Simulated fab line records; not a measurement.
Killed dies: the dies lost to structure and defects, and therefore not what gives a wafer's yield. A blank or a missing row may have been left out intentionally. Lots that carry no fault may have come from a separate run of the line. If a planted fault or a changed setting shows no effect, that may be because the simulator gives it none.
Which tool was responsible? :: flow nand_harc :: Sampling: 12 lots, 36 wafers, 3 of 1302 route steps

## WHAT THE GAUGES READ, wafer by wafer
NHARC_P_STI_CD_MEAS_09 targets a cd of 200 nm.
lot: L075
measured: day 3 07:21
on: cd_sem-02
cd_nm (nm): 201.4 203.2 199.7

lot: L077
measured: day 4 03:23
on: cd_sem-02
cd_nm (nm): 202.1 199.3 202.4

lot: L079
measured: day 4 20:51
on: cd_sem-02
cd_nm (nm): 201.6 201.3 197.7

lot: L081
measured: day 5 20:49
on: cd_sem-01
cd_nm (nm): 205.0 199.2 202.8

lot: L083
measured: day 6 13:13
on: cd_sem-01
cd_nm (nm): 197.8 198.9 198.1

lot: L085
measured: day 7 13:17
on: cd_sem-01
cd_nm (nm): 199.9 200.2 198.4

lot: L087
measured: day 8 07:11
on: cd_sem-02
cd_nm (nm): 201.3 199.2 202.0

lot: L089
measured: day 9 02:42
on: cd_sem-03
cd_nm (nm): 201.2 201.1 199.0

lot: L091
measured: day 9 21:20
on: cd_sem-02
cd_nm (nm): 199.7 200.1 198.6

lot: L093
measured: day 10 17:53
on: cd_sem-03
cd_nm (nm): 202.4 196.3 197.9

lot: L095
measured: day 11 14:00
on: cd_sem-03
cd_nm (nm): 203.4 199.7 203.2

lot: L097
measured: day 12 10:59
on: cd_sem-01
cd_nm (nm): 202.1 197.9 200.1

## WHAT TOOL EACH LOT RAN ON (gives the tool, then ch and the chambers of the sampled wafers, and finally the start)
lot: L075
NHARC_P_ZERO_WELL_ETCH_65: rie_diel-11 ch 1,2, day 2 07:28
NHARC_P_ZERO_WELL_RTA_42: rtp_anneal-02 ch 0, day 2 13:19

lot: L077
NHARC_P_ZERO_WELL_ETCH_65: rie_diel-07 ch 2,3, day 3 03:35
NHARC_P_ZERO_WELL_RTA_42: rtp_anneal-01 ch 0, day 3 09:00

lot: L079
NHARC_P_ZERO_WELL_ETCH_65: rie_diel-11 ch 1,2,3, day 3 23:30
NHARC_P_ZERO_WELL_RTA_42: rtp_anneal-02 ch 0, day 4 05:17

lot: L081
NHARC_P_ZERO_WELL_ETCH_65: rie_diel-11 ch 0,1, day 4 19:49
NHARC_P_ZERO_WELL_RTA_42: rtp_anneal-01 ch 0, day 5 05:29

lot: L083
NHARC_P_ZERO_WELL_ETCH_65: rie_diel-12 ch 1,2, day 5 15:29
NHARC_P_ZERO_WELL_RTA_42: rtp_anneal-02 ch 0, day 5 20:53

lot: L085
NHARC_P_ZERO_WELL_ETCH_65: rie_diel-12 ch 0,2,3, day 6 11:35
NHARC_P_ZERO_WELL_RTA_42: rtp_anneal-02 ch 0, day 6 17:16

lot: L087
NHARC_P_ZERO_WELL_ETCH_65: rie_diel-11 ch 1,2,3, day 7 07:25
NHARC_P_ZERO_WELL_RTA_42: rtp_anneal-01 ch 0, day 7 13:07

lot: L089
NHARC_P_ZERO_WELL_ETCH_65: rie_diel-07 ch 0,2,3, day 8 03:29
NHARC_P_ZERO_WELL_RTA_42: rtp_anneal-02 ch 0, day 8 09:09

lot: L091
NHARC_P_ZERO_WELL_ETCH_65: rie_diel-12 ch 0,2,3, day 8 23:29
NHARC_P_ZERO_WELL_RTA_42: rtp_anneal-02 ch 0, day 9 04:53

lot: L093
NHARC_P_ZERO_WELL_ETCH_65: rie_diel-11 ch 0,1,3, day 9 20:30
NHARC_P_ZERO_WELL_RTA_42: rtp_anneal-02 ch 0, day 10 01:57

lot: L095
NHARC_P_ZERO_WELL_ETCH_65: rie_diel-07 ch 0,1,3, day 10 15:32
NHARC_P_ZERO_WELL_RTA_42: rtp_anneal-02 ch 0, day 10 20:49

lot: L097
NHARC_P_ZERO_WELL_ETCH_65: rie_diel-07 ch 1,2,3, day 11 11:30
NHARC_P_ZERO_WELL_RTA_42: rtp_anneal-01 ch 0, day 11 17:09
- NHARC_P_ZERO_WELL_ETCH_65: etches the open film in N2/H2, target depth 80 nm, overetch 24 nm, time 87.88 s.
- NHARC_P_ZERO_WELL_RTA_42: time 300 s.

## THE ANSWER, worked out from the rows above alone
Rule: what is usual is taken from the lots themselves. Put in order of their means at a reading, lots are off if they are a third of the lots or fewer, leave a main group of 4 or more, and stand apart from it by a gap of 3 or more times the standard deviation of the main group's means; of several such gaps the widest counts. A main group whose means are all the same, to the digits that the tables above print for the reading, isn't used. A lot without any number at a reading at which 4 lots or more have one is off too. All remaining lots with rows at the step are treated as sound.
None of the lots is off at any reading shown; this tells nothing.

## WHAT THE SIMULATOR HAD INSERTED
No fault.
